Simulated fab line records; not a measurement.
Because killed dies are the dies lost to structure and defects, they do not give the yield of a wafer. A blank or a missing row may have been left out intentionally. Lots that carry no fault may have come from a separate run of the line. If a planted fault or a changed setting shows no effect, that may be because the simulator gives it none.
Chamber matching + flow nand harc + pecvd-03 running NHARC_A_STAIRCASE_DEP_471: 3 sister chambers
The step deposits SiO2, target thk 100 nm. 6 wafers are shown with their chamber, then 11 later ones without.

WAFERS PAIRED WITH THEIR CHAMBERS
| wafer  | chamber | heater power w (W) | throttle valve pct (%) |
|--------|---------|--------------------|------------------------|
| L082.6 | 0       | 551                | 16.4                   |
| L084.5 | 1       | 614                | 16.3                   |
| L085.2 | 1       | 487                | 15.8                   |
| L085.3 | 2       | 395                | 16.2                   |
| L085.5 | 2       | 389                | 16.4                   |
| L090.2 | 0       | 555                | 16.4                   |

WAFERS WHOSE CHAMBER IS MISSING
| wafer  | heater power w (W) | throttle valve pct (%) |
|--------|--------------------|------------------------|
| L090.4 | 569                | 16.4                   |
| L090.5 | 514                | 15.7                   |
| L092.2 | 623                | 16.1                   |
| L092.4 | 476                | 16.1                   |
| L092.6 | 640                | 16.2                   |
| L094.2 | 568                | 15.9                   |
| L094.5 | 586                | 15.8                   |
| L094.6 | 392                | 16.3                   |
| L097.3 | 495                | 16.0                   |
| L097.4 | 494                | 16.2                   |
| L097.6 | 373                | 16.5                   |

EACH ONE'S CHAMBER
| wafer  | from the rows above          | in truth |
|--------|------------------------------|----------|
| L090.4 | can't be placed: 0 or 1      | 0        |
| L090.5 | can't be placed: 1 or 0 or 2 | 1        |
| L092.2 | can't be placed: 1 or 0      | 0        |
| L092.4 | can't be placed: 1 or 2 or 0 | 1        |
| L092.6 | can't be placed: 1 or 0      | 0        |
| L094.2 | can't be placed: 1 or 0      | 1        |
| L094.5 | can't be placed: 1 or 0      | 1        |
| L094.6 | 2                            | 2        |
| L097.3 | can't be placed: 1 or 0 or 2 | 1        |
| L097.4 | can't be placed: 1 or 0 or 2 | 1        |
| L097.6 | 2                            | 2        |
2 of 11 placed correctly. Unplaceable from these rows: 9, with the true chamber sitting among the candidates in 9. Wrongly placed: 0.
How it was worked out, from the rows above alone: a wafer's distance from a chamber is the root of the sum, over the readings, of the square of ((its reading less the chamber's mean) divided by the reading's scatter). If the next closest chamber is less than 2 further off than the closest, the wafer can't be placed; otherwise it belongs to the closest. For every chamber, the mean is computed from those of its wafers that are shown. The scatter: take each reading less its chamber's mean, square it, sum over the shown wafers, divide by the number of wafers less the number of chambers, and take the root.
